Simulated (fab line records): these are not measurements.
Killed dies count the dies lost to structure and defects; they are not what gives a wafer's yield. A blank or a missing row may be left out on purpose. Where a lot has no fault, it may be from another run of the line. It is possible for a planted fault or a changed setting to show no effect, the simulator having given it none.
Split-lot trial    flow n5 finfet    7 lots, 21 wafers read, on a route of 1938 steps

== SPLIT DETAILS ==
At N5_BEOL_M0_SAQP_COAT_34 (resist thk 30 nm), the setting spin rpm was moved away from the recipe's 1500 rpm on 4 of the 21 wafers read, by -8.1% to +6.1%. This setting was run at the recipe's value on the other wafers.

Reading taken at the split's own step.

== THE READING ==
CAR-EUV_of_BEOL_M0_SAQP_COAT_34.thk nm (the simulator's own value, which no gauge read), in nm, at N5_BEOL_M0_SAQP_COAT_34 (resist thk 30 nm). No usual value for it is given in the file. The 17 wafers here that ran the recipe average 30.1 nm, standard deviation 0.098 nm.

wafer   tool, chamber at the split  spin rpm as run, rpm  against the recipe  CAR-EUV_of_BEOL_M0_SAQP_COAT_34.thk nm, nm  against lot-mates on the recipe
L078.1  litho track-04, 0           1554                  +3.6%               29.6                                        -0.6
L078.6  litho track-04, 0           1554                  +3.6%               29.6                                        -0.6
L078.2  litho track-04, 0           1500                  recipe              30.2                                        -
L079.1  litho track-02, 0           1500                  recipe              30                                          -
L079.3  litho track-02, 0           1500                  recipe              30                                          -
L079.5  litho track-02, 0           1591                  +6.1%               29.2                                        -0.8
L080.2  litho track-02, 0           1500                  recipe              30.2                                        -
L080.4  litho track-02, 0           1500                  recipe              30.2                                        -
L080.3  litho track-02, 0           1500                  recipe              30                                          -
L082.2  litho track-05, 0           1379                  -8.1%               31.4                                        +1.3
L082.5  litho track-05, 0           1500                  recipe              30                                          -
L082.6  litho track-05, 0           1500                  recipe              30.2                                        -
L084.4  litho track-05, 0           1500                  recipe              30                                          -
L084.5  litho track-05, 0           1500                  recipe              30                                          -
L084.6  litho track-05, 0           1500                  recipe              30                                          -
L093.1  litho track-02, 0           1500                  recipe              30                                          -
L093.3  litho track-02, 0           1500                  recipe              30                                          -
L093.4  litho track-02, 0           1500                  recipe              30                                          -
L097.1  litho track-05, 0           1500                  recipe              30.2                                        -
L097.3  litho track-05, 0           1500                  recipe              30.2                                        -
L097.6  litho track-05, 0           1500                  recipe              30.2                                        -

FIT RESULTS
A straight line over all 21 wafers: CAR-EUV_of_BEOL_M0_SAQP_COAT_34.thk nm changes by -0.153 nm for each +1% of spin rpm; r = -0.97; the points scatter about the line by 0.097 nm.
The same after taking each lot's own level away (the mean of its wafers on the recipe; 21 wafers): -0.154 nm for each +1%; r = -0.99; scatter 0.061 nm.
According to that fit, moving spin rpm by its largest amount changes the reading by 1.2 nm.
Across the lots, their own levels run from 30.00 to 30.20 nm, a range of 2.0 times the standard deviation given above.
The two slopes are in agreement: the lot-to-lot level therefore moves the slope only a little.
Check: +1.17 nm against its lot-mates is what the line predicts for one of the wafers moved furthest among these (-8.1%) when that wafer is left out of the fit. It came out at +1.3 nm against them.

== OTHER SPLITS ON THESE WAFERS ==
Before the reading, these wafers also passed through other splits. Each is held against what the fit with the lots' levels taken away leaves over:
other split on the same wafers            wafers away from the commonest value  r with CAR-EUV_of_BEOL_M0_SAQP_COAT_34.thk nm (lot level and that fit taken away)
N5_GATE_CUT_EXPOSE_10 dose mj             10                                    -0.23
N5_GATE_CUT_CUT_ETCH_53 icp w             6                                     +0.21
N5_MOL_CONTACT_COAG_ALD_27 ald cycles     6                                     +0.21
N5_MOL_CONTACT_COAG_EXPOSE_81 dose mj     9                                     -0.21
N5_MOL_CONTACT_COAG_CVD_140 target thk a  4                                     -0.35
N5_BEOL_M0_SAQP_PECVD_96 time s           4                                     +0.00

== FILE'S OWN FIT ==
CAR-EUV_of_BEOL_M0_SAQP_COAT_34.thk nm changes by -0.152 nm for each +1% of spin rpm, r = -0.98.
